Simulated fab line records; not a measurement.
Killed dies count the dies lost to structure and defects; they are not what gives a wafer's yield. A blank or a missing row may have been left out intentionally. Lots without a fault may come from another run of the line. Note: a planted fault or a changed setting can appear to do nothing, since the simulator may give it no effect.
fab line records | flow n5Finfet
record: lots: 4 | wafers: 12 | lastDay: 15
route steps=1938 shown BEOL_M10@1527 BEOL_M11@1536
lots untouched by any fault: they come from a run of this same line in which no faults occurred
startH: the number of hours between the record's first day and the start of the first shown wafer of the lot | waitH: hours elapsed since this lot's preceding step | " the same as in the row above | L1.1+2: a row that stands for several wafers | - no value, or no start given | * or withheld: withheld | < > ~ a bound
route shown NAME@n: NAME is a module with steps in the file, n the number in the route of the first one | usual: average and standard deviation across the fault-free wafers | same: alike in all rows | chamber/n: place in a boat | sites: each site's reading | _std_site: standard deviation of those values | _edge_site: the outer-site mean with the inner-site mean subtracted | radiusMm: for every site, how far away it sits from the centre of the wafer | mask NAME#n: copy n | behind: the last tool/chamber to shape the wafer | hold: why the lot was held/for how many hours/how that ended | device: the n, p or np transistor that did not switch | end of line: the tests these same wafers got at the end of their route | a step without rows: its recipe alone | killed: count of dies lost to structure and defects at first sort (not the wafer's yield) | map: dies across one wafer; x = killed, . = not, _ = none there
set.NAME: the setting the step ran with; set.NAME@STEP: the setting that earlier step ran with | model.NAME: the simulator's own value behind a step, which no gauge read
lots at selected steps of the route; one table per step, one row per wafer
services: when a tool's chamber went out of use (startH, in hours from the record's first day, below 0 if earlier), for how many hours, and the reason
== steps ==
step: N5_BEOL_M10_SPUTTER_48
recipe: material: Cu | targetThkA: 120 | tempC: -20 | biasV: 60 | powerW: 26000 | chamberPressurePa: 0.13 | timeS: 2
step: N5_BEOL_M10_ECD_50
recipe: material: Cu | targetThkA: 3180
step: N5_BEOL_M10_ANNEAL_51
recipe: tempC: 225 | timeS: 90 | ambient: N2
step: N5_BEOL_M10_CMP_52
recipe: stopOn: SiCOH_lowk | tOverpolishS: 7 | downForcePsi: 1 | platenRpm: 50 | clearingPlatenDownForcePsi: 1.5 | clearingPlatenRpm: 50 | postCmpClean: cuAlkaline | targetThkNm: 140 | clearingPlatenPadVelocityMS: 0.99484 | padVelocityMS: 0.99484
step: N5_BEOL_M10_PRE_CLEAN_55
recipe: gas: NH3 | timeS: 15 | tempC: withheld | rfPowerW: 300
step: N5_BEOL_M10_DEP_56
recipe: material: SiCN | targetThkA: 150 | tempC: withheld | precursor: 3MS/NH3 | pressureTorr: 3 | rfW: 202 | timeS: 26.5
step: N5_BEOL_M11_ILD_DEP_00
recipe: material: SiCOH_lowk | targetThkA: 3085.1 | tempC: 300 | precursor: DEMS/porogen | pressureTorr: 5 | rfW: 500 | timeS: 58
step: N5_BEOL_M11_CURE_71
recipe: tempC: 385 | timeS: 240 | ambient: He/Ar | material: SiCOH_lowk
step: N5_BEOL_M11_PECVD_70
recipe: material: SiO2 | targetThkA: 200 | tempC: 400 | precursor: TEOS/O2 | pressureTorr: 5.5 | rfW: 450 | teosFlowSccm: 53.8 | gas: O2 | flowSccm: 3000 | timeS: 22.7
usual: chamberPressureTorr: 5.500/0.012 | heaterPowerW: 697/110 | showerheadPlenumPTorr: 8.82/0.065 | susceptorTempC: 400.00/0.23 | throttleValvePct: 22.6/1.2
lot.wafer | tool     | chamber | startH | waitH | chamberPressureTorr | heaterPowerW | showerheadPlenumPTorr | susceptorTempC | throttleValvePct | model.SiO2_of_BEOL_M11_PECVD_70.thkNm
L449.2    | pecvd-03 | 1       | 246.21 | 0.0   | 5.506               | 597          | 8.90                  | 399.96         | 23.9             | 19.8
L449.3    | "        | 0       | "      | "     | 5.515               | 793          | 8.93                  | 400.16         | 23.5             | 20
L449.6    | "        | 0       | "      | "     | 5.511               | 780          | 8.93                  | 400.04         | 23.0             | 20
L451.2    | pecvd-03 | 2       | 250.51 | 0.0   | 5.491               | 592          | 8.77                  | 381.31         | 20.8             | 21.8
L451.3    | "        | 1       | "      | "     | 5.514               | 637          | 8.89                  | 381.20         | 24.2             | 21.6
L451.4    | "        | 0       | "      | "     | 5.473               | 608          | 8.91                  | 381.32         | 23.1             | 22.2
L453.1    | pecvd-03 | 1       | 270.16 | 0.0   | 5.517               | 532          | 8.91                  | 381.45         | 24.0             | 22.4
L453.4    | "        | 0       | "      | "     | 5.500               | 704          | 8.93                  | 381.44         | 23.1             | 22.6
L453.5    | "        | 2       | "      | "     | 5.486               | 623          | 8.74                  | 381.32         | 20.7             | 22.8
L458.1    | pecvd-02 | 0       | 303.77 | 0.0   | 5.521               | 1048         | 8.83                  | 400.34         | 22.2             | 19.8
L458.5    | "        | 2       | "      | "     | 5.488               | 630          | 8.78                  | 400.24         | 21.9             | 19.4
L458.6    | "        | 1       | "      | "     | 5.515               | 576          | 8.81                  | 400.14         | 24.0             | 19.8
step: N5_BEOL_M11_HM_DEP_02
recipe: material: TiN | targetThkA: 200 | tempC: 25 | chamberPressurePa: 0.49996
step: N5_BEOL_M11_COAT_59
recipe: resist: SOC | tempC: 250 | timeS: 60 | spinRpm: 1500 | resistThkNm: 100
step: N5_BEOL_M11_COAT_60
recipe: resist: SiARC | tempC: 220 | timeS: 60 | spinRpm: 1500 | resistThkNm: 30
step: N5_BEOL_M11_COAT_05
recipe: resist: CAR-ArF | spinRpm: 1500 | resistThkNm: 90
step: N5_BEOL_M11_EBR_07
recipe: solvent: PGMEA | ebrWidthMm: 1.5
step: N5_BEOL_M11_SOFTBAKE_06
recipe: tempC: 110 | timeS: 60 | resist: CAR-ArF
step: N5_BEOL_M11_EXPOSE_08
recipe: maskId: M11 | na: 1.35 | sourceShape: dipole | sigmaInner: 0.411 | sigmaOuter: 0.611 | polarization: te | doseMj: 53.75
step: N5_BEOL_M11_PEB_09
recipe: pebTempC: withheld | pebTimeS: 60 | resist: CAR-ArF
step: N5_BEOL_M11_DEVELOP_10
recipe: developTimeS: 30 | developer: TMAH | resist: CAR-ArF | rinseLiquid: diw | dry: airSpin | devTempC: 23
step: N5_BEOL_M11_DESCUM_16
recipe: chemistry: O2 | timeS: 7.9 | sourcePowerW: 50 | biasPowerW: 20 | pressureMtorr: 20 | rfFrequencyHz: 2.712e+07 | tempC: 40 | resist: CAR-ArF | o2FlowSccm: 225
step: N5_BEOL_M11_ETCH_61
recipe: chemistry: CF4 | target: SiARC | targetDepthA: 390 | maskMaterial: CAR-ArF | timeS: 65 | ionEnergyEv: 80 | pressureMtorr: 40 | sourceW: 545 | biasW: 36 | Ar_flow_sccm: 100 | cf4FlowSccm: 100 | ends: cleared
step: N5_BEOL_M11_ETCH_62
recipe: chemistry: N2/H2 | target: SOC | targetDepthA: 1100 | overetchA: 220 | maskMaterial: SiARC | tempC: 40 | timeS: 165 | ionEnergyEv: 200 | pressureMtorr: 30 | sourceW: 840 | biasW: 150 | n2FlowSccm: 200 | h2FlowSccm: 200
step: N5_BEOL_M11_STRIP_68
recipe: chemistry: N2/H2 | tempC: 40 | n2FlowSccm: 200 | h2FlowSccm: 200 | rfFrequencyHz: 6e+07
step: N5_BEOL_M11_STRIP_67
recipe: chemistry: CF4 | resist: SiARC | powerW: 300 | biasPowerW: 75 | pressureMtorr: 50 | cf4FlowSccm: 150 | rfFrequencyHz: 6e+07
step: N5_BEOL_M11_HM_OPEN_17
recipe: chemistry: Cl2/BCl3 | targetDepthA: 200 | overetchA: 60 | target: TiN | maskMaterial: SOC | ionEnergyEv: 150 | pressureMtorr: 10 | icpW: 1000 | biasW: 126 | Cl2_flow_sccm: 53.25 | bcl3FlowSccm: 21.75 | Ar_flow_sccm: 25
step: N5_BEOL_M11_STRIP_19
recipe: chemistry: O2 | powerW: 400 | tempC: 40 | pressureMtorr: 30 | rfFrequencyHz: 6e+07 | biasPowerW: 0 | overashFraction: 0.2 | o2FlowSccm: 225
step: N5_BEOL_M11_COAT_63
recipe: resist: SOC | tempC: 250 | timeS: 60 | spinRpm: 1500 | resistThkNm: 100
step: N5_BEOL_M11_COAT_64
recipe: resist: SiARC | tempC: 220 | timeS: 60 | spinRpm: 1500 | resistThkNm: 30
step: N5_BEOL_M11_COAT_22
recipe: resist: CAR-ArF | spinRpm: 1500 | resistThkNm: 90
step: N5_BEOL_M11_EBR_24
recipe: solvent: PGMEA | ebrWidthMm: 1.5
step: N5_BEOL_M11_SOFTBAKE_23
recipe: tempC: 110 | timeS: 60 | resist: CAR-ArF
step: N5_BEOL_M11_EXPOSE_25
recipe: maskId: V10 | na: 1.35 | sourceShape: annular | sigmaInner: 0.5 | sigmaOuter: 0.8 | polarization: unpolarized | doseMj: 85.5
step: N5_BEOL_M11_PEB_26
recipe: pebTempC: withheld | pebTimeS: 60 | resist: CAR-ArF
step: N5_BEOL_M11_DEVELOP_27
recipe: developTimeS: 30 | developer: TMAH | resist: CAR-ArF | rinseLiquid: diw | dry: airSpin | devTempC: 23
step: N5_BEOL_M11_HM_STRIP_39
recipe: chemistry: peroxideTinStrip | material: TiN | targetDepthA: 250 | tempC: 50 | timeS: 158
lot.wafer | tool        | chamber | startH | waitH | model.SiO2_of_BEOL_M11_PECVD_70.thkNm
L449.2    | wetBench-06 | 0       | 254.46 | 0.0   | 19.6
L449.3    | "           | 6       | "      | "     | 20
L449.6    | "           | 5       | "      | "     | 19.8
L451.2+3  | wetBench-04 | 3,1     | 256.77 | 0.0   | 21.6
L451.4    | "           | 2       | "      | "     | 22
L453.1    | wetBench-01 | 0       | 273.61 | 0.0   | 22.2
L453.4    | "           | 3       | "      | "     | 22.4
L453.5    | "           | 4       | "      | "     | 22.6
L458.1+6  | wetBench-01 | 5,2     | 308.11 | 0.0   | 19.6
L458.5    | "           | 1       | "      | "     | 19.2
step: N5_BEOL_M11_CMP_52
recipe: stopOn: SiCOH_lowk | tOverpolishS: 7 | downForcePsi: 1 | platenRpm: 50 | clearingPlatenDownForcePsi: 1.5 | clearingPlatenRpm: 50 | postCmpClean: cuAlkaline | targetThkNm: 140 | clearingPlatenPadVelocityMS: 0.99484 | padVelocityMS: 0.99484
usual: barrierFieldEndpointS: 28.9/0.8 | clearingPlatenDownForcePsi: 1.5001/0.003 | edgeZonePressureFrac: 1.000/0.0046 | headPressurePsi: 1.0000/0.0021 | motorCurrentA: 5.9/0.54 | padLifeWafers: 1080/660
lot.wafer | tool   | chamber | startH | waitH | barrierFieldEndpointS | clearingPlatenDownForcePsi | edgeZonePressureFrac | headPressurePsi | motorCurrentA | padLifeWafers
L449.3    | cmp-04 | 2       | 257.39 | 0.2   | 28.2                  | 1.4974                     | 1.006                | 1.0034          | 6.3           | 978
L449.2    | "      | 3       | "      | "     | 29.3                  | 1.5032                     | 1.003                | 0.9982          | 6.1           | 979
L449.6    | "      | 3       | "      | "     | 29.1                  | 1.5041                     | 1.003                | 0.9981          | 5.8           | -
L451.4    | cmp-02 | 2       | 260.18 | 0.2   | 32.4                  | 1.4982                     | 1.008                | 1.0031          | 6.1           | 1632
L451.3    | "      | 3       | "      | "     | 31.4                  | 1.5017                     | 1.007                | 1.0026          | 6.6           | 1633
L451.2    | "      | 1       | "      | "     | 30.6                  | 1.4981                     | 1.000                | 0.9981          | 5.6           | 1635
L453.4    | cmp-03 | 2       | 276.58 | 0.1   | 32.0                  | 1.4981                     | 0.998                | 0.9989          | 6.2           | 264
L453.1    | "      | 0       | "      | "     | 30.9                  | 1.4958                     | 0.997                | 0.9979          | 7.0           | 266
L453.5    | "      | 3       | "      | "     | 31.2                  | 1.4992                     | 1.000                | 0.9965          | 5.3           | -
L458.1    | cmp-04 | 0       | 310.06 | 0.3   | 29.2                  | 1.5020                     | 0.997                | 0.9988          | 5.4           | 1434
L458.6    | "      | 0       | "      | "     | 28.9                  | 1.4994                     | 0.999                | 0.9997          | 5.9           | -
L458.5    | "      | 1       | "      | "     | 28.2                  | 1.5028                     | 1.006                | 1.0002          | 4.9           | -
== services ==
tool     | chamber | startH | hours | kind
cmp-03   | -       | 237.81 | 4.0   | pm
cmp-03   | -       | 241.81 | -     | consumableReplace:conditioner
cmp-03   | -       | 241.81 | -     | consumableReplace:pad
pecvd-02 | 2       | 249.49 | 2.1   | scheduledDown
cmp-03   | -       | 265.33 | 1.6   | repair
pecvd-03 | 0       | 275.91 | 7.4   | repair
pecvd-03 | 0       | 294.35 | 16.5  | scheduledDown
pecvd-03 | 1       | 301.75 | 6.2   | repair
cmp-03   | -       | 306.77 | 5.1   | pm
pecvd-02 | -       | 308.21 | 5.5   | pm
== key ==
firstSign: step: N5_BEOL_M11_PECVD_70 | reading: susceptorTempC | direction: down | sigmas: 82 | usual: * | struck: *
effect: step: N5_BEOL_M11_CMP_52 | reading: barrierFieldEndpointS | direction: up | sigmas: 3.1 | usual: 28.9 | struck: 31.4
modelEffect: step: N5_BEOL_M11_PECVD_70 | value: SiO2_of_BEOL_M11_PECVD_70.thkNm | without: 19.8 | struck: 22.23
modelEffect: step: N5_BEOL_M11_HM_STRIP_39 | value: SiO2_of_BEOL_M11_PECVD_70.thkNm | without: 19.63 | struck: 22.07
metAt N5_BEOL_M11_PECVD_70
struckWafers L451.2,L451.3,L451.4,L453.1,L453.4,L453.5
onsetBetween 246.21 250.51
fault: kind: processParameterDrift | tool: pecvd-03 | chamber: - | onsetH: 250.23 | steps: N5_BEOL_M11_PECVD_70 | channel: tempC | offset: * | shape: step | endH: 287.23 | actsIn: * | stated: *
